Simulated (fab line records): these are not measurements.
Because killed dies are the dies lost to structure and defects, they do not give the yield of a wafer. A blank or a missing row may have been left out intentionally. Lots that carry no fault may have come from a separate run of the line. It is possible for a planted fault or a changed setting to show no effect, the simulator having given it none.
Problem report, 8D (eight disciplines) form, completed by code ; flow n5-finfet ; the parts of the form that need people (team, actions taken, sign-off) are left out

== 1. WHAT IS WRONG ==
Wafers without a fault read 1500.2 rpm, standard deviation 0.97; spin-speed-rpm at N5_BEOL_M4_COAT_76 reads a mean of 1303.8 rpm on 5 wafers belonging to 2 lots. So: -99 or more standard deviations from the usual mean.
The step: time 60 s, resist thk 5 nm.
Earliest sighting: wafer L719.2 on litho-track-03 at day 10 15:32. Wafers with a number at this step in the record: 26, from 9 lots. Rule for "out", or "out of limits": more than 4 standard deviations from the usual mean. The rest of the wafers with a number are treated as sound.

== 2. WHAT IT IS AND WHAT IT IS NOT ==
question;is;is not
which readings at this step;spin-speed-rpm;dispense-pressure-kPa, plate-temp-C, resist-line-temp-C
which lots;L719, L721;L707, L708, L710, L720, L724, L726, L730
which wafers of those lots;all that have a number;-
read on which tools;litho-track-03;litho-track-01, litho-track-02
when;from day 10 15:32;"up to then (9 sound wafers); but 12 sound wafers of L720, L724, L726, L730 came after"

== 3. THE SUSPECTS, EACH WITH WHAT RULES IT OUT ==
Counting: a tool at any process step up to the reading remains a suspect when it ran all the lots that are out and ran no sound lot after the first of those.
- litho-track-03 at N5_BEOL_M4_COAT_76 (time 60 s, resist thk 5 nm): kept. It processed each lot that is out, first L719 at day 10 15:32, and no sound lot thereafter; up to then, the last sound lot it processed was L707 at day 7 12:38. Out on those wafers are its own readings of spin-speed-rpm.
Remaining after the count: litho-track-03 at N5_BEOL_M4_COAT_76.

== 4. THE CAUSE (what the simulator had put in) ==
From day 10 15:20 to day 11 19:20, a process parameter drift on litho-track-03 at N5_BEOL_M4_COAT_76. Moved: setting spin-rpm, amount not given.
The count eliminated every tool but this one.

== 5. SEQUENCE OF EFFECTS, ordered by route ==
Rows list readings where the struck wafers' mean (over those with a number) sits beyond 3 standard deviations from the usual. Only readings for which the record gives a usual standard deviation are gone through. hours: the time from each lot's start at the first step in this table that gives one to its start at this step, as a median over the lots. sigmas: the change in usual standard deviations.
hours;step;reading;usual;on struck wafers;change;sigmas
0;N5_BEOL_M4_COAT_76;spin-speed-rpm;1500.2 rpm;1303.8;-196.4;-99 or more
1;N5_BEOL_M4_ETCH_77;etch-rf-on-time-s;5.19 s;5.55;+0.36;+3.0
It contains these process steps:
- N5_BEOL_M4_COAT_76: time 60 s, resist thk 5 nm.
- N5_BEOL_M4_ETCH_77: etches underlayer in N2/H2, target depth 6.5 nm, time 5.2 s.
Later measuring or inspecting steps at which every struck wafer that the step has a row for has a number for every such reading, and none has moved that far: N5_BEOL_M4_CD_MEAS_28, N5_BEOL_M4_RC_MEAS_101.

== 6. WHAT WOULD HAVE CAUGHT IT SOONER ==
The fault began at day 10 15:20; the first out-of-limits reading in this record came at day 10 15:32, 0 hours later.
